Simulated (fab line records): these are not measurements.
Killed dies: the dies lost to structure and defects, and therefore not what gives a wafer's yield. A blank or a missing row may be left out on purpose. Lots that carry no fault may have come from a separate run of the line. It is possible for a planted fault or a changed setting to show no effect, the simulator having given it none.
Matching of chambers + flow n5 finfet + N5_BEOL_M6_DESCUM_33 on rie diel-01: 4 sister chambers
The step chemistry O2, time 7 s. 14 wafers are shown with their chamber, then 7 later ones without.

WAFERS, EACH WITH ITS CHAMBER
| wafer  | chamber | showerhead plenum p Torr (Torr) | drypump motor current A (A) | throttle valve pct (%) |
|--------|---------|---------------------------------|-----------------------------|------------------------|
| L074.1 | 3       | 1.91                            | 5.2                         | 20.23                  |
| L074.4 | 0       | 2.01                            | 6.2                         | 20.59                  |
| L074.6 | 2       | 2.15                            | 5.4                         | 20.47                  |
| L077.4 | 3       | 1.91                            | 5.2                         | 20.25                  |
| L077.5 | 2       | 2.14                            | 5.4                         | 20.48                  |
| L077.6 | 3       | 1.91                            | 5.1                         | 20.27                  |
| L083.2 | 2       | 2.14                            | 5.4                         | 20.51                  |
| L083.3 | 1       | 2.03                            | 6.5                         | 20.15                  |
| L083.6 | 1       | 2.03                            | 6.4                         | 20.14                  |
| L087.1 | 3       | 1.90                            | 5.1                         | 20.29                  |
| L087.2 | 1       | 2.03                            | 6.4                         | 20.17                  |
| L087.5 | 0       | 2.00                            | 6.2                         | 20.63                  |
| L086.2 | 1       | 2.03                            | 6.4                         | 20.16                  |
| L086.4 | 0       | 2.00                            | 6.2                         | 20.64                  |

SIGNATURES (averages over the wafers above)
| reading                  | chamber 0 | chamber 1 | chamber 2 | chamber 3 | scatter within a chamber |
|--------------------------|-----------|-----------|-----------|-----------|--------------------------|
| showerhead plenum p Torr | 2.0033    | 2.0300    | 2.1433    | 1.9075    | 0.00456                  |
| drypump motor current A  | 6.200     | 6.425     | 5.400     | 5.150     | 0.0418                   |
| throttle valve pct       | 20.6200   | 20.1550   | 20.4867   | 20.2600   | 0.0218                   |
Rule: a wafer's distance from a chamber is the root of the sum, over the readings, of the square of ((its reading less the chamber's mean) divided by the reading's scatter). If the next closest chamber is less than 2 further off than the closest, the wafer can't be placed; otherwise it belongs to the closest. The scatter is the square root of a quotient: the sum, over the shown wafers, of each reading's squared deviation from its chamber's mean, divided by wafers minus chambers.

WAFERS WHOSE CHAMBER IS MISSING
| wafer  | showerhead plenum p Torr (Torr) | drypump motor current A (A) | throttle valve pct (%) |
|--------|---------------------------------|-----------------------------|------------------------|
| L086.5 | 2.03                            | 6.5                         | 20.15                  |
| L076.3 | 1.99                            | 6.2                         | 20.63                  |
| L076.4 | 1.90                            | 5.1                         | 20.30                  |
| L076.6 | 1.99                            | 6.2                         | 20.65                  |
| L090.2 | 2.03                            | 6.5                         | 20.16                  |
| L090.4 | 2.03                            | 6.5                         | 20.16                  |
| L090.6 | 1.90                            | 5.1                         | 20.30                  |

THE CHAMBER EACH PASSED THROUGH
| wafer  | from the rows above | in truth |
|--------|---------------------|----------|
| L086.5 | 1                   | 1        |
| L076.3 | 0                   | 0        |
| L076.4 | 3                   | 3        |
| L076.6 | 0                   | 0        |
| L090.2 | 1                   | 1        |
| L090.4 | 1                   | 1        |
| L090.6 | 3                   | 3        |
Correct placement for 7 of the 7. Left unplaced by these rows: 0. Wrongly placed: 0.
